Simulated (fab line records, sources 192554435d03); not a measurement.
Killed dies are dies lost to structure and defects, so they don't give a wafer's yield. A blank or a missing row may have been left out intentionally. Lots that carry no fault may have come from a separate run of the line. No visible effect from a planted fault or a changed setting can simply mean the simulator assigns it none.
Which tool was responsible? + flow n5_finfet + 24 lots with 72 wafers sampled at 6 steps, on a route of 1938 steps

## WHAT THE GAUGES SHOWED, per wafer
Not one reading of a measure or inspect step in the record can be checked against a usual standard deviation.

## WHICH TOOL RAN EACH LOT (tool, then ch and the chambers of the sampled wafers, then the start)
| lot  | N5_GATE_CUT_CMP_02            | N5_MOL_CONTACT_COAG_ETCH_105       | N5_MOL_CONTACT_COAG_PRE_CLEAN_141 | N5_MOL_CONTACT_COAG_SPUTTER_143 | N5_MOL_CONTACT_COAG_SPUTTER_130 | N5_MOL_CONTACT_COAG_CMP_23    |
|------|-------------------------------|------------------------------------|-----------------------------------|---------------------------------|---------------------------------|-------------------------------|
| L074 | cmp-03 ch 0,1,2, day 4 15:01  | rie_diel-01 ch 1,2, day 4 20:33    | pvd_sputter-03, day 4 22:08       | pvd_sputter-03, day 4 22:11     | pvd_sputter-02, day 5 01:40     | cmp-02 ch 0,1, day 5 01:50    |
| L075 | cmp-01 ch 0,2,3, day 5 00:58  | rie_diel-06 ch 0,2, day 5 07:23    | pvd_sputter-03, day 5 09:47       | pvd_sputter-03, day 5 09:50     | pvd_sputter-03, day 5 12:12     | cmp-02 ch 0,1,3, day 5 12:25  |
| L076 | cmp-02 ch 1,2, day 5 03:27    | rie_diel-01 ch 1,2, day 5 09:20    | pvd_sputter-01, day 5 12:04       | pvd_sputter-01, day 5 12:08     | pvd_sputter-03, day 5 15:12     | cmp-01 ch 0,1,2, day 5 15:29  |
| L077 | cmp-01 ch 0,3, day 5 07:37    | rie_diel-06 ch 0,3, day 5 12:48    | pvd_sputter-03, day 5 15:23       | pvd_sputter-03, day 5 15:26     | pvd_sputter-03, day 5 17:30     | cmp-04 ch 1,3, day 5 17:55    |
| L078 | cmp-03 ch 0,2,3, day 5 13:53  | rie_diel-06 ch 0,2,3, day 5 18:48  | pvd_sputter-01, day 5 21:29       | pvd_sputter-01, day 5 21:32     | pvd_sputter-02, day 6 00:29     | cmp-04 ch 0,2,3, day 6 00:40  |
| L079 | cmp-02 ch 0,1,2, day 5 20:55  | rie_diel-06 ch 0,2,3, day 6 01:38  | pvd_sputter-01, day 6 04:32       | pvd_sputter-01, day 6 04:35     | pvd_sputter-02, day 6 07:26     | cmp-04 ch 0,1,2, day 6 07:37  |
| L080 | cmp-01 ch 0,1, day 5 23:34    | rie_diel-06 ch 0,1, day 6 04:54    | pvd_sputter-02, day 6 08:08       | pvd_sputter-02, day 6 08:11     | pvd_sputter-02, day 6 10:27     | cmp-04 ch 2,3, day 6 10:38    |
| L081 | cmp-01 ch 0,1, day 6 06:36    | rie_diel-01 ch 1,2, day 6 11:32    | pvd_sputter-03, day 6 13:23       | pvd_sputter-03, day 6 13:27     | pvd_sputter-03, day 6 16:41     | cmp-04 ch 1,2, day 6 16:55    |
| L082 | cmp-03 ch 0,1,2, day 6 12:40  | rie_diel-05 ch 0,1, day 6 17:44    | pvd_sputter-03, day 6 19:27       | pvd_sputter-03, day 6 19:31     | pvd_sputter-02, day 6 21:45     | cmp-01 ch 0,3, day 6 22:00    |
| L083 | cmp-03 ch 0,2,3, day 6 17:50  | rie_diel-05 ch 0,2,3, day 6 22:40  | pvd_sputter-02, day 7 02:23       | pvd_sputter-02, day 7 02:26     | pvd_sputter-03, day 7 05:42     | cmp-04 ch 0,3, day 7 05:58    |
| L084 | cmp-01 ch 0,1,3, day 7 01:20  | rie_diel-01 ch 0,1, day 7 07:59    | pvd_sputter-01, day 7 10:01       | pvd_sputter-01, day 7 10:05     | pvd_sputter-03, day 7 13:47     | cmp-01 ch 1,3, day 7 14:00    |
| L085 | cmp-02 ch 0,2,3, day 7 03:58  | rie_diel-06 ch 0,1,3, day 7 09:19  | pvd_sputter-02, day 7 11:38       | pvd_sputter-02, day 7 11:42     | pvd_sputter-03, day 7 14:13     | cmp-04 ch 0,2,3, day 7 14:26  |
| L086 | cmp-02 ch 1,2, day 7 08:50    | rie_diel-01 ch 0,1,2, day 7 13:40  | pvd_sputter-01, day 7 17:48       | pvd_sputter-01, day 7 17:52     | pvd_sputter-03, day 7 19:38     | cmp-01 ch 0,2, day 7 19:49    |
| L087 | cmp-03 ch 0,1,3, day 7 18:28  | rie_diel-01 ch 0,1,2, day 7 23:19  | pvd_sputter-03, day 8 04:28       | pvd_sputter-03, day 8 04:32     | pvd_sputter-03, day 8 06:28     | cmp-04 ch 0,1, day 8 06:41    |
| L088 | cmp-02 ch 1,2, day 8 00:24    | rie_diel-05 ch 0,3, day 8 05:10    | pvd_sputter-03, day 8 06:57       | pvd_sputter-03, day 8 07:01     | pvd_sputter-03, day 8 10:28     | cmp-04 ch 0,1,3, day 8 10:43  |
| L089 | cmp-03 ch 1,2,3, day 8 05:10  | rie_diel-06 ch 0,1,3, day 8 10:32  | pvd_sputter-01, day 8 13:26       | pvd_sputter-01, day 8 13:29     | pvd_sputter-01, day 8 15:38     | cmp-02 ch 1,2,3, day 8 15:53  |
| L090 | cmp-02 ch 2,3, day 8 14:45    | rie_diel-05 ch 0,2, day 8 20:24    | pvd_sputter-02, day 8 23:53       | pvd_sputter-02, day 8 23:56     | pvd_sputter-02, day 9 02:43     | cmp-04 ch 0,3, day 9 02:54    |
| L091 | cmp-01 ch 0,1,3, day 8 17:00  | rie_diel-05 ch 0,1,3, day 8 22:27  | pvd_sputter-02, day 9 02:06       | pvd_sputter-02, day 9 02:10     | pvd_sputter-03, day 9 04:26     | cmp-01 ch 0,2,3, day 9 04:41  |
| L092 | cmp-01 ch 0,1,2, day 8 23:46  | rie_diel-06 ch 0,1,3, day 9 04:20  | pvd_sputter-01, day 9 07:37       | pvd_sputter-01, day 9 07:41     | pvd_sputter-03, day 9 10:06     | cmp-01 ch 0,2,3, day 9 10:17  |
| L093 | cmp-02 ch 0,3, day 9 06:34    | rie_diel-06 ch 0,1,3, day 9 11:12  | pvd_sputter-01, day 9 13:11       | pvd_sputter-01, day 9 13:14     | pvd_sputter-02, day 9 16:01     | cmp-02 ch 0,2, day 9 16:11    |
| L094 | cmp-03 ch 0,2,3, day 9 12:10  | rie_diel-05 ch 0,1,3, day 9 22:52  | pvd_sputter-01, day 10 03:28      | pvd_sputter-01, day 10 03:31    | pvd_sputter-03, day 10 07:03    | cmp-04 ch 0,1,2, day 10 07:22 |
| L095 | cmp-02 ch 0,1, day 9 17:33    | rie_diel-01 ch 1,2, day 9 23:32    | pvd_sputter-01, day 10 03:37      | pvd_sputter-01, day 10 03:41    | pvd_sputter-01, day 10 07:09    | cmp-02 ch 0,1,2, day 10 07:24 |
| L096 | cmp-01 ch 2,3, day 10 00:39   | rie_diel-05 ch 0,2,3, day 10 05:32 | pvd_sputter-01, day 10 07:49      | pvd_sputter-01, day 10 07:52    | pvd_sputter-03, day 10 12:14    | cmp-02 ch 0,3, day 10 12:25   |
| L097 | cmp-01 ch 0,1,2, day 10 06:51 | rie_diel-06 ch 1,2,3, day 10 11:37 | pvd_sputter-03, day 10 15:44      | pvd_sputter-03, day 10 15:48    | pvd_sputter-01, day 10 18:06    | cmp-02 ch 0,2,3, day 10 18:19 |
- N5_GATE_CUT_CMP_02: polishes, stops on SiO2, t overpolish 12.7 s, target thk 0 nm.
- N5_MOL_CONTACT_COAG_ETCH_105: etches SiARC in CF4, target depth 15.6 nm, time 26 s.
- N5_MOL_CONTACT_COAG_PRE_CLEAN_141: time 60 s.
- N5_MOL_CONTACT_COAG_SPUTTER_143: material Co, target thk 2.5 nm.
- N5_MOL_CONTACT_COAG_SPUTTER_130: material Co, target thk 47.5 nm.
- N5_MOL_CONTACT_COAG_CMP_23: polishes, stops on SiO2, t overpolish 1.5 s, target thk 0 nm.

## WHAT THE TOOLS THEMSELVES READ (means of the sampled wafers that have a number; where no wafer has one, the mark that the record gives instead)
N5_GATE_CUT_CMP_02.
| lot  | tool   | motor_current_A (A) | overpolish_run_s (s) | time_to_endpoint_s (s) |
|------|--------|---------------------|----------------------|------------------------|
| L074 | cmp-03 | 8.8                 | 12.703               | 27.9                   |
| L075 | cmp-01 | 9.7                 | 12.697               | 24.6                   |
| L076 | cmp-02 | 7.9                 | 12.708               | 26.5                   |
| L077 | cmp-01 | 9.3                 | 12.699               | 23.7                   |
| L078 | cmp-03 | 8.9                 | 12.704               | 29.3                   |
| L079 | cmp-02 | 8.2                 | 12.705               | 24.5                   |
| L080 | cmp-01 | 9.1                 | 12.694               | 26.0                   |
| L081 | cmp-01 | 9.4                 | 12.699               | 26.4                   |
| L082 | cmp-03 | 9.1                 | 12.705               | 26.3                   |
| L083 | cmp-03 | 8.9                 | 12.701               | 27.5                   |
| L084 | cmp-01 | 9.2                 | 12.700               | 24.0                   |
| L085 | cmp-02 | 8.2                 | 12.701               | 21.7                   |
| L086 | cmp-02 | 7.9                 | 12.702               | 21.7                   |
| L087 | cmp-03 | 8.6                 | 12.704               | 23.1                   |
| L088 | cmp-02 | 8.1                 | 12.704               | 25.5                   |
| L089 | cmp-03 | 8.2                 | 12.701               | 27.9                   |
| L090 | cmp-02 | 7.9                 | 12.703               | 24.2                   |
| L091 | cmp-01 | 9.5                 | 12.705               | 23.2                   |
| L092 | cmp-01 | 9.5                 | 12.696               | 23.7                   |
| L093 | cmp-02 | 8.2                 | 12.701               | 25.4                   |
| L094 | cmp-03 | 9.0                 | 12.697               | 23.9                   |
| L095 | cmp-02 | 8.0                 | 12.702               | 27.2                   |
| L096 | cmp-01 | 9.9                 | 12.693               | 24.1                   |
| L097 | cmp-01 | 9.6                 | 12.693               | 25.5                   |

N5_MOL_CONTACT_COAG_ETCH_105.
| lot  | tool        | drypump_motor_current_A (A) | etch_rf_on_time_s (s) | oes_product_au (a.u.) | rf_vpp_V (V) | showerhead_plenum_p_Torr (Torr) | throttle_valve_pct (%) |
|------|-------------|-----------------------------|-----------------------|-----------------------|--------------|---------------------------------|------------------------|
| L074 | rie_diel-01 | 6.0                         | 24.9                  | 0.74                  | 185.1        | 2.17                            | 15.27                  |
| L075 | rie_diel-06 | 6.3                         | 25.6                  | 0.62                  | 183.0        | 2.08                            | 15.64                  |
| L076 | rie_diel-01 | 6.0                         | 25.1                  | 0.72                  | 184.4        | 2.17                            | 15.28                  |
| L077 | rie_diel-06 | 5.5                         | 25.9                  | 0.65                  | 183.5        | 2.12                            | 15.69                  |
| L078 | rie_diel-06 | 5.9                         | 26.0                  | 0.62                  | 183.7        | 2.08                            | 15.69                  |
| L079 | rie_diel-06 | 5.9                         | 25.9                  | 0.62                  | 183.2        | 2.08                            | 15.70                  |
| L080 | rie_diel-06 | 5.4                         | 25.6                  | 0.67                  | 184.3        | 2.13                            | 15.73                  |
| L081 | rie_diel-01 | 5.6                         | 25.4                  | 0.68                  | 184.7        | 2.16                            | 15.40                  |
| L082 | rie_diel-05 | 6.0                         | 26.3                  | 0.71                  | 184.0        | 2.11                            | 15.43                  |
| L083 | rie_diel-05 | 5.9                         | 26.2                  | 0.65                  | 184.3        | 2.16                            | 15.57                  |
| L084 | rie_diel-01 | 5.0                         | 26.2                  | 0.67                  | 183.5        | 2.10                            | 15.59                  |
| L085 | rie_diel-06 | 5.3                         | 25.8                  | 0.64                  | 183.9        | 2.09                            | 15.82                  |
| L086 | rie_diel-01 | 5.5                         | 25.6                  | 0.69                  | 184.4        | 2.13                            | 15.47                  |
| L087 | rie_diel-01 | 5.5                         | 25.8                  | 0.69                  | 183.4        | 2.13                            | 15.47                  |
| L088 | rie_diel-05 | 6.1                         | 26.0                  | 0.71                  | 184.0        | 2.13                            | 15.49                  |
| L089 | rie_diel-06 | 5.3                         | 26.2                  | 0.63                  | 183.6        | 2.08                            | 15.84                  |
| L090 | rie_diel-05 | 5.9                         | 26.3                  | 0.68                  | 183.9        | 2.13                            | 15.37                  |
| L091 | rie_diel-05 | 6.0                         | 26.0                  | 0.65                  | 184.7        | 2.14                            | 15.69                  |
| L092 | rie_diel-06 | 5.3                         | 25.9                  | 0.63                  | 183.5        | 2.08                            | 15.84                  |
| L093 | rie_diel-06 | 5.3                         | 26.0                  | 0.62                  | 183.0        | 2.08                            | 15.86                  |
| L094 | rie_diel-05 | 6.0                         | 26.0                  | 0.64                  | 183.9        | 2.14                            | 15.71                  |
| L095 | rie_diel-01 | 5.5                         | 25.7                  | 0.65                  | 183.7        | 2.14                            | 15.47                  |
| L096 | rie_diel-05 | 5.9                         | 26.1                  | 0.72                  | 184.1        | 2.16                            | 15.44                  |
| L097 | rie_diel-06 | 5.6                         | 25.9                  | 0.68                  | 184.1        | 2.13                            | 15.72                  |

N5_MOL_CONTACT_COAG_PRE_CLEAN_141.
| lot  | tool           | heater_power_w (W) |
|------|----------------|--------------------|
| L074 | pvd_sputter-03 | 481                |
| L075 | pvd_sputter-03 | 466                |
| L076 | pvd_sputter-01 | 451                |
| L077 | pvd_sputter-03 | 464                |
| L078 | pvd_sputter-01 | 472                |
| L079 | pvd_sputter-01 | 462                |
| L080 | pvd_sputter-02 | 480                |
| L081 | pvd_sputter-03 | 478                |
| L082 | pvd_sputter-03 | 501                |
| L083 | pvd_sputter-02 | 513                |
| L084 | pvd_sputter-01 | 451                |
| L085 | pvd_sputter-02 | 452                |
| L086 | pvd_sputter-01 | 451                |
| L087 | pvd_sputter-03 | 473                |
| L088 | pvd_sputter-03 | 459                |
| L089 | pvd_sputter-01 | 470                |
| L090 | pvd_sputter-02 | 478                |
| L091 | pvd_sputter-02 | 481                |
| L092 | pvd_sputter-01 | 452                |
| L093 | pvd_sputter-01 | 483                |
| L094 | pvd_sputter-01 | 459                |
| L095 | pvd_sputter-01 | 501                |
| L096 | pvd_sputter-01 | 475                |
| L097 | pvd_sputter-03 | 480                |

N5_MOL_CONTACT_COAG_SPUTTER_143.
| lot  | tool           | throttle_valve_pct (%) |
|------|----------------|------------------------|
| L074 | pvd_sputter-03 | 30.4                   |
| L075 | pvd_sputter-03 | 29.8                   |
| L076 | pvd_sputter-01 | 30.2                   |
| L077 | pvd_sputter-03 | 30.1                   |
| L078 | pvd_sputter-01 | 30.4                   |
| L079 | pvd_sputter-01 | 30.4                   |
| L080 | pvd_sputter-02 | 29.2                   |
| L081 | pvd_sputter-03 | 30.1                   |
| L082 | pvd_sputter-03 | 30.5                   |
| L083 | pvd_sputter-02 | 29.0                   |
| L084 | pvd_sputter-01 | 30.5                   |
| L085 | pvd_sputter-02 | 31.0                   |
| L086 | pvd_sputter-01 | 30.2                   |
| L087 | pvd_sputter-03 | 30.4                   |
| L088 | pvd_sputter-03 | 30.2                   |
| L089 | pvd_sputter-01 | 30.9                   |
| L090 | pvd_sputter-02 | 30.7                   |
| L091 | pvd_sputter-02 | 30.4                   |
| L092 | pvd_sputter-01 | 30.5                   |
| L093 | pvd_sputter-01 | 30.5                   |
| L094 | pvd_sputter-01 | 31.0                   |
| L095 | pvd_sputter-01 | 31.3                   |
| L096 | pvd_sputter-01 | 31.6                   |
| L097 | pvd_sputter-03 | 30.3                   |

N5_MOL_CONTACT_COAG_SPUTTER_130.
| lot  | tool           | throttle_valve_pct (%) |
|------|----------------|------------------------|
| L074 | pvd_sputter-02 | 29.4                   |
| L075 | pvd_sputter-03 | 30.1                   |
| L076 | pvd_sputter-03 | 30.5                   |
| L077 | pvd_sputter-03 | 30.1                   |
| L078 | pvd_sputter-02 | 29.2                   |
| L079 | pvd_sputter-02 | 29.3                   |
| L080 | pvd_sputter-02 | 28.8                   |
| L081 | pvd_sputter-03 | 30.1                   |
| L082 | pvd_sputter-02 | 29.9                   |
| L083 | pvd_sputter-03 | 30.3                   |
| L084 | pvd_sputter-03 | 30.4                   |
| L085 | pvd_sputter-03 | 30.3                   |
| L086 | pvd_sputter-03 | 30.2                   |
| L087 | pvd_sputter-03 | 30.0                   |
| L088 | pvd_sputter-03 | 29.8                   |
| L089 | pvd_sputter-01 | 30.2                   |
| L090 | pvd_sputter-02 | 30.1                   |
| L091 | pvd_sputter-03 | 30.2                   |
| L092 | pvd_sputter-03 | 30.1                   |
| L093 | pvd_sputter-02 | 28.7                   |
| L094 | pvd_sputter-03 | 30.0                   |
| L095 | pvd_sputter-01 | 31.2                   |
| L096 | pvd_sputter-03 | 30.3                   |
| L097 | pvd_sputter-01 | 31.8                   |

N5_MOL_CONTACT_COAG_CMP_23.
| lot  | tool   | motor_current_A (A) | overpolish_run_s (s) | time_to_endpoint_s (s) |
|------|--------|---------------------|----------------------|------------------------|
| L074 | cmp-02 | 7.6                 | 1.488                | 9.2                    |
| L075 | cmp-02 | 7.1                 | 1.498                | 7.2                    |
| L076 | cmp-01 | 8.6                 | 1.497                | 9.7                    |
| L077 | cmp-04 | 8.5                 | 1.503                | 6.5                    |
| L078 | cmp-04 | 8.8                 | 1.504                | 8.8                    |
| L079 | cmp-04 | 8.3                 | 1.499                | 9.0                    |
| L080 | cmp-04 | 8.9                 | 1.497                | 8.9                    |
| L081 | cmp-04 | 8.0                 | 1.504                | 8.8                    |
| L082 | cmp-01 | 8.2                 | 1.502                | 9.5                    |
| L083 | cmp-04 | 9.4                 | 1.503                | 11.3                   |
| L084 | cmp-01 | 8.5                 | 1.511                | 5.4                    |
| L085 | cmp-04 | 8.9                 | 1.507                | 7.8                    |
| L086 | cmp-01 | 8.2                 | 1.497                | 8.0                    |
| L087 | cmp-04 | 9.1                 | 1.489                | 11.3                   |
| L088 | cmp-04 | 8.8                 | 1.499                | 9.2                    |
| L089 | cmp-02 | 7.1                 | 1.501                | 9.2                    |
| L090 | cmp-04 | 9.1                 | 1.514                | 11.9                   |
| L091 | cmp-01 | 8.7                 | 1.497                | 6.9                    |
| L092 | cmp-01 | 8.5                 | 1.492                | 8.2                    |
| L093 | cmp-02 | 7.5                 | 1.499                | 8.9                    |
| L094 | cmp-04 | 8.5                 | 1.504                | 11.7                   |
| L095 | cmp-02 | 7.4                 | 1.501                | 8.9                    |
| L096 | cmp-02 | 7.3                 | 1.490                | 7.0                    |
| L097 | cmp-02 | 7.3                 | 1.489                | 8.3                    |

## THE ANSWER, worked out from the rows above alone
Rule: usual is defined by the lots themselves. Put in order of their means at a reading, lots are off if they are a third of the lots or fewer, leave a main group of 4 or more, and stand apart from it by a gap of 3 or more times the standard deviation of the main group's means; of several such gaps the widest counts. Not used: any main group whose means are identical at the precision the tables above print for the reading. Also off: a lot with no number at a reading for which 4 or more lots have one. The other lots that the step has rows for count as sound. The gauges are gone through in route order, then the tools' own readings, and for those a lot's mean is taken as printed above. At the first step where some lot is off, the reading lying furthest off is the one used; lots without a number count as furthest.
Nothing can be told from this: no lot is off at any reading shown.

## WHAT THE SIMULATOR PUT IN
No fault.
